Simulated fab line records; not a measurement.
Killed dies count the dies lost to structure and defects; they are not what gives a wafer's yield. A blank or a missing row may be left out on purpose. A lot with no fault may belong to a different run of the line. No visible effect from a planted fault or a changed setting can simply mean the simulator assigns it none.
What tool caused it? / flow nand-harc / 11 lots with 33 wafers sampled at 6 steps, on a route of 1159 steps

WHAT THE GAUGES READ, wafer by wafer
NHARC_A_BONDPAD_CD_MEAS_09: the cd target is 500 nm.
lot=L317; measured=day 18 15:11; on=cd-sem-01; cd-nm (nm)=501.3 501.3 499.0
lot=L320; measured=day 18 17:05; on=cd-sem-03; cd-nm (nm)=498.5 497.7 494.4
lot=L321; measured=day 19 04:14; on=cd-sem-03; cd-nm (nm)=501.3 499.6 498.4
lot=L322; measured=day 20 01:41; on=cd-sem-02; cd-nm (nm)=499.5 501.4 500.0
lot=L326; measured=day 20 06:37; on=cd-sem-03; cd-nm (nm)=500.5 499.4 499.8
lot=L325; measured=day 20 07:23; on=cd-sem-01; cd-nm (nm)=501.4 498.8 499.1
lot=L327; measured=day 20 12:27; on=cd-sem-01; cd-nm (nm)=498.6 498.0 498.4
lot=L328; measured=day 20 17:27; on=cd-sem-02; cd-nm (nm)=500.0 500.7 501.0
lot=L329; measured=day 21 17:47; on=cd-sem-01; cd-nm (nm)=502.3 500.3 500.9
lot=L339; measured=day 23 16:18; on=cd-sem-03; cd-nm (nm)=500.7 500.8 502.0
lot=L340; measured=day 23 17:07; on=cd-sem-03; cd-nm (nm)=500.1 499.8 499.0

NHARC_A_BONDPAD_THK_MEAS_20: measures by xrf.
lot=L317; measured=day 18 17:58; on=film-metro-02; thk-nm (nm)=168.8 169.4 171.3
lot=L320; measured=day 18 19:43; on=film-metro-01; thk-nm (nm)=169.1 167.2 168.5
lot=L321; measured=day 19 06:53; on=film-metro-02; thk-nm (nm)=169.9 169.6 168.3
lot=L322; measured=day 20 04:16; on=film-metro-02; thk-nm (nm)=168.5 168.5 169.2
lot=L326; measured=day 20 09:13; on=film-metro-01; thk-nm (nm)=169.8 169.8 170.3
lot=L325; measured=day 20 09:59; on=film-metro-02; thk-nm (nm)=168.0 168.4 169.8
lot=L327; measured=day 20 14:59; on=film-metro-02; thk-nm (nm)=167.8 169.6 168.8
lot=L328; measured=day 20 20:03; on=film-metro-02; thk-nm (nm)=169.3 170.1 169.0
lot=L329; measured=day 21 20:20; on=film-metro-02; thk-nm (nm)=171.4 170.5 122.8
lot=L339; measured=day 23 18:53; on=film-metro-01; thk-nm (nm)=172.1 168.7 170.9
lot=L340; measured=day 23 19:41; on=film-metro-02; thk-nm (nm)=170.0 171.9 171.0

NHARC_END_SORT_01.
lot=L329; measured=day 23 03:43; on=prober-01; defect-limited-yield (%)=96.8 96.6 0; killed-at-array=19 22 676; killed-at-other=0 1 0; killed-at-periphery=3 0 1; killed-dies=22 23 677; killed-open=2 1 2; killed-short=0 2 2; sort_bin_2_pct (%)=0.3 1.2 98.7; sort_bin_3_pct (%)=0 0.15 0.15; sort_bin_4_pct (%)=3.0 2.1 1.2; sort-n-pass=655 654 0; sort-rim-yield-pct (%)=98.1 97.2 0; sort-yield-pct (%)=96.8 96.6 0

WHICH TOOL RAN EACH LOT (tool, then ch and the chambers of the sampled wafers, then the start)
lot=L317; NHARC_A_BONDPAD_ETCH_34=rie-diel-09 ch 0,3, day 18 15:29; NHARC_A_BONDPAD_STRIP_15=rie-diel-02 ch 0,2,3, day 18 15:48; NHARC_A_BONDPAD_ECD_18=ecd-cu-02 ch 0,1, day 18 16:56
lot=L320; NHARC_A_BONDPAD_ETCH_34=rie-diel-04 ch 0,2,3, day 18 17:23; NHARC_A_BONDPAD_STRIP_15=rie-diel-09 ch 1,2,3, day 18 17:41; NHARC_A_BONDPAD_ECD_18=ecd-cu-02 ch 0,1, day 18 18:40
lot=L321; NHARC_A_BONDPAD_ETCH_34=rie-diel-04 ch 0,2,3, day 19 04:33; NHARC_A_BONDPAD_STRIP_15=rie-diel-04 ch 0,2,3, day 19 04:53; NHARC_A_BONDPAD_ECD_18=ecd-cu-02 ch 0,1, day 19 05:50
lot=L322; NHARC_A_BONDPAD_ETCH_34=rie-diel-04 ch 0,2,3, day 20 01:59; NHARC_A_BONDPAD_STRIP_15=rie-diel-09 ch 0,1,2, day 20 02:19; NHARC_A_BONDPAD_ECD_18=ecd-cu-01 ch 0,1, day 20 03:16
lot=L326; NHARC_A_BONDPAD_ETCH_34=rie-diel-09 ch 0,1,3, day 20 06:55; NHARC_A_BONDPAD_STRIP_15=rie-diel-02 ch 0,2,3, day 20 07:14; NHARC_A_BONDPAD_ECD_18=ecd-cu-01 ch 0,1, day 20 08:13
lot=L325; NHARC_A_BONDPAD_ETCH_34=rie-diel-04 ch 1,3, day 20 07:41; NHARC_A_BONDPAD_STRIP_15=rie-diel-04 ch 1,3, day 20 08:01; NHARC_A_BONDPAD_ECD_18=ecd-cu-01 ch 0, day 20 08:56
lot=L327; NHARC_A_BONDPAD_ETCH_34=rie-diel-09 ch 0,1,3, day 20 12:44; NHARC_A_BONDPAD_STRIP_15=rie-diel-09 ch 0,2, day 20 13:03; NHARC_A_BONDPAD_ECD_18=ecd-cu-01 ch 0,1, day 20 13:58
lot=L328; NHARC_A_BONDPAD_ETCH_34=rie-diel-09 ch 0,1,2, day 20 17:46; NHARC_A_BONDPAD_STRIP_15=rie-diel-09 ch 0,3, day 20 18:04; NHARC_A_BONDPAD_ECD_18=ecd-cu-02 ch 0,1, day 20 18:59
lot=L329; NHARC_A_BONDPAD_ETCH_34=rie-diel-09 ch 1,2, day 21 18:04; NHARC_A_BONDPAD_STRIP_15=rie-diel-09 ch 2,3, day 21 18:24; NHARC_A_BONDPAD_ECD_18=ecd-cu-01 ch 0,1, day 21 19:26
lot=L339; NHARC_A_BONDPAD_ETCH_34=rie-diel-09 ch 0,1,3, day 23 16:37; NHARC_A_BONDPAD_STRIP_15=rie-diel-09 ch 0,1,3, day 23 16:54; NHARC_A_BONDPAD_ECD_18=ecd-cu-02 ch 1, day 23 17:50
lot=L340; NHARC_A_BONDPAD_ETCH_34=rie-diel-09 ch 0,1,2, day 23 17:25; NHARC_A_BONDPAD_STRIP_15=rie-diel-09 ch 0,1,2, day 23 17:43; NHARC_A_BONDPAD_ECD_18=ecd-cu-02 ch 0,1, day 23 18:38
- NHARC_A_BONDPAD_ETCH_34: etches the open film in N2/H2, target depth 60 nm, overetch 18 nm, time 65.91 s.
- NHARC_A_BONDPAD_STRIP_15: strips in O2.
- NHARC_A_BONDPAD_ECD_18: material Cu, target thk 400 nm.

WHAT THE TOOLS THEMSELVES READ (means of the sampled wafers that have a number; where no wafer has one, the mark that the record gives instead)
NHARC_A_BONDPAD_ETCH_34.
lot=L317; tool=rie-diel-09; chamber-pressure-mTorr (mTorr)=30.000; drypump-motor-current-A (A)=5.6; oes-product-au (a.u.)=1.008; rf-vpp-V (V)=426.7; showerhead-plenum-p-Torr (Torr)=1.93; throttle-valve-pct (%)=14.162
lot=L320; tool=rie-diel-04; chamber-pressure-mTorr (mTorr)=29.994; drypump-motor-current-A (A)=5.5; oes-product-au (a.u.)=1.005; rf-vpp-V (V)=430.8; showerhead-plenum-p-Torr (Torr)=2.03; throttle-valve-pct (%)=14.168
lot=L321; tool=rie-diel-04; chamber-pressure-mTorr (mTorr)=30.016; drypump-motor-current-A (A)=5.5; oes-product-au (a.u.)=1.003; rf-vpp-V (V)=430.1; showerhead-plenum-p-Torr (Torr)=2.03; throttle-valve-pct (%)=14.163
lot=L322; tool=rie-diel-04; chamber-pressure-mTorr (mTorr)=30.008; drypump-motor-current-A (A)=5.5; oes-product-au (a.u.)=1.006; rf-vpp-V (V)=430.1; showerhead-plenum-p-Torr (Torr)=2.03; throttle-valve-pct (%)=14.174
lot=L326; tool=rie-diel-09; chamber-pressure-mTorr (mTorr)=29.964; drypump-motor-current-A (A)=5.7; oes-product-au (a.u.)=1.003; rf-vpp-V (V)=429.8; showerhead-plenum-p-Torr (Torr)=2.01; throttle-valve-pct (%)=14.168
lot=L325; tool=rie-diel-04; chamber-pressure-mTorr (mTorr)=29.985; drypump-motor-current-A (A)=5.2; oes-product-au (a.u.)=0.997; rf-vpp-V (V)=426.9; showerhead-plenum-p-Torr (Torr)=1.92; throttle-valve-pct (%)=14.182
lot=L327; tool=rie-diel-09; chamber-pressure-mTorr (mTorr)=30.001; drypump-motor-current-A (A)=5.7; oes-product-au (a.u.)=1.001; rf-vpp-V (V)=430.7; showerhead-plenum-p-Torr (Torr)=2.01; throttle-valve-pct (%)=14.165
lot=L328; tool=rie-diel-09; chamber-pressure-mTorr (mTorr)=30.030; drypump-motor-current-A (A)=5.8; oes-product-au (a.u.)=0.995; rf-vpp-V (V)=430.3; showerhead-plenum-p-Torr (Torr)=2.03; throttle-valve-pct (%)=14.167
lot=L329; tool=rie-diel-09; chamber-pressure-mTorr (mTorr)=30.006; drypump-motor-current-A (A)=5.8; oes-product-au (a.u.)=0.995; rf-vpp-V (V)=430.8; showerhead-plenum-p-Torr (Torr)=2.07; throttle-valve-pct (%)=14.170
lot=L339; tool=rie-diel-09; chamber-pressure-mTorr (mTorr)=30.027; drypump-motor-current-A (A)=5.7; oes-product-au (a.u.)=1.000; rf-vpp-V (V)=428.9; showerhead-plenum-p-Torr (Torr)=2.01; throttle-valve-pct (%)=14.173
lot=L340; tool=rie-diel-09; chamber-pressure-mTorr (mTorr)=29.982; drypump-motor-current-A (A)=5.8; oes-product-au (a.u.)=0.997; rf-vpp-V (V)=430.8; showerhead-plenum-p-Torr (Torr)=2.03; throttle-valve-pct (%)=14.172

NHARC_A_BONDPAD_STRIP_15.
lot=L317; tool=rie-diel-02; chamber-pressure-mTorr (mTorr)=59.99; drypump-motor-current-A (A)=5.8; oes-product-au (a.u.)=0.994; rf-vpp-V (V)=56.7; showerhead-plenum-p-Torr (Torr)=3.35; throttle-valve-pct (%)=17.038
lot=L320; tool=rie-diel-09; chamber-pressure-mTorr (mTorr)=60.02; drypump-motor-current-A (A)=5.7; oes-product-au (a.u.)=0.993; rf-vpp-V (V)=57.0; showerhead-plenum-p-Torr (Torr)=3.46; throttle-valve-pct (%)=17.028
lot=L321; tool=rie-diel-04; chamber-pressure-mTorr (mTorr)=60.03; drypump-motor-current-A (A)=5.5; oes-product-au (a.u.)=1.004; rf-vpp-V (V)=57.9; showerhead-plenum-p-Torr (Torr)=3.51; throttle-valve-pct (%)=17.042
lot=L322; tool=rie-diel-09; chamber-pressure-mTorr (mTorr)=59.99; drypump-motor-current-A (A)=5.8; oes-product-au (a.u.)=0.995; rf-vpp-V (V)=57.2; showerhead-plenum-p-Torr (Torr)=3.51; throttle-valve-pct (%)=17.031
lot=L326; tool=rie-diel-02; chamber-pressure-mTorr (mTorr)=59.96; drypump-motor-current-A (A)=5.8; oes-product-au (a.u.)=1.004; rf-vpp-V (V)=57.6; showerhead-plenum-p-Torr (Torr)=3.34; throttle-valve-pct (%)=17.042
lot=L325; tool=rie-diel-04; chamber-pressure-mTorr (mTorr)=60.01; drypump-motor-current-A (A)=5.0; oes-product-au (a.u.)=1.013; rf-vpp-V (V)=58.2; showerhead-plenum-p-Torr (Torr)=3.33; throttle-valve-pct (%)=17.041
lot=L327; tool=rie-diel-09; chamber-pressure-mTorr (mTorr)=59.98; drypump-motor-current-A (A)=5.7; oes-product-au (a.u.)=0.992; rf-vpp-V (V)=57.8; showerhead-plenum-p-Torr (Torr)=3.41; throttle-valve-pct (%)=17.033
lot=L328; tool=rie-diel-09; chamber-pressure-mTorr (mTorr)=60.02; drypump-motor-current-A (A)=5.6; oes-product-au (a.u.)=1.002; rf-vpp-V (V)=58.0; showerhead-plenum-p-Torr (Torr)=3.35; throttle-valve-pct (%)=17.032
lot=L329; tool=rie-diel-09; chamber-pressure-mTorr (mTorr)=59.99; drypump-motor-current-A (A)=5.5; oes-product-au (a.u.)=0.994; rf-vpp-V (V)=57.4; showerhead-plenum-p-Torr (Torr)=3.33; throttle-valve-pct (%)=17.027
lot=L339; tool=rie-diel-09; chamber-pressure-mTorr (mTorr)=60.00; drypump-motor-current-A (A)=5.7; oes-product-au (a.u.)=1.003; rf-vpp-V (V)=56.9; showerhead-plenum-p-Torr (Torr)=3.48; throttle-valve-pct (%)=17.043
lot=L340; tool=rie-diel-09; chamber-pressure-mTorr (mTorr)=59.97; drypump-motor-current-A (A)=5.8; oes-product-au (a.u.)=0.995; rf-vpp-V (V)=57.5; showerhead-plenum-p-Torr (Torr)=3.51; throttle-valve-pct (%)=17.031

THE ANSWER, worked out from the rows above alone
Rule: what is usual is taken from the lots themselves. Put in order of their means at a reading, lots are off if they are a third of the lots or fewer, leave a main group of 4 or more, and stand apart from it by a gap of 3 or more times the standard deviation of the main group's means; of several such gaps the widest counts. The tables above print the reading to a certain number of digits; a main group whose means all agree to those digits is not used. Also off: a lot with no number at a reading for which 4 or more lots have one. Where the step has rows for the other lots, those lots are counted as sound. Order of review: gauges by route order, followed by the tools' own readings, for which a lot's mean as printed above is used. The first step at which some lot is off is used, and at that step the reading that is off furthest; a lot without a number counts as furthest.
Off at NHARC_A_BONDPAD_THK_MEAS_20 (thk-nm): L329. Main group: mean 169.5 nm, sd 0.83.
A tool fits if, at a process step before that reading, it ran every lot that is off, and no sound lot after the first of them. Those tools and the gauges at NHARC_A_BONDPAD_THK_MEAS_20 are tried in the same way. One candidate fits, namely ecd-cu-01 at NHARC_A_BONDPAD_ECD_18. A fault onset in the window from L327 (day 20 13:58, its last sound lot) to L329 (day 21 19:26, its first lot off) fits.

WHAT THE SIMULATOR HAD INSERTED
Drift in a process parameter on ecd-cu-01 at NHARC_A_BONDPAD_ECD_18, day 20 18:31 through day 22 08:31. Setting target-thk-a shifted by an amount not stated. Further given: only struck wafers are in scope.
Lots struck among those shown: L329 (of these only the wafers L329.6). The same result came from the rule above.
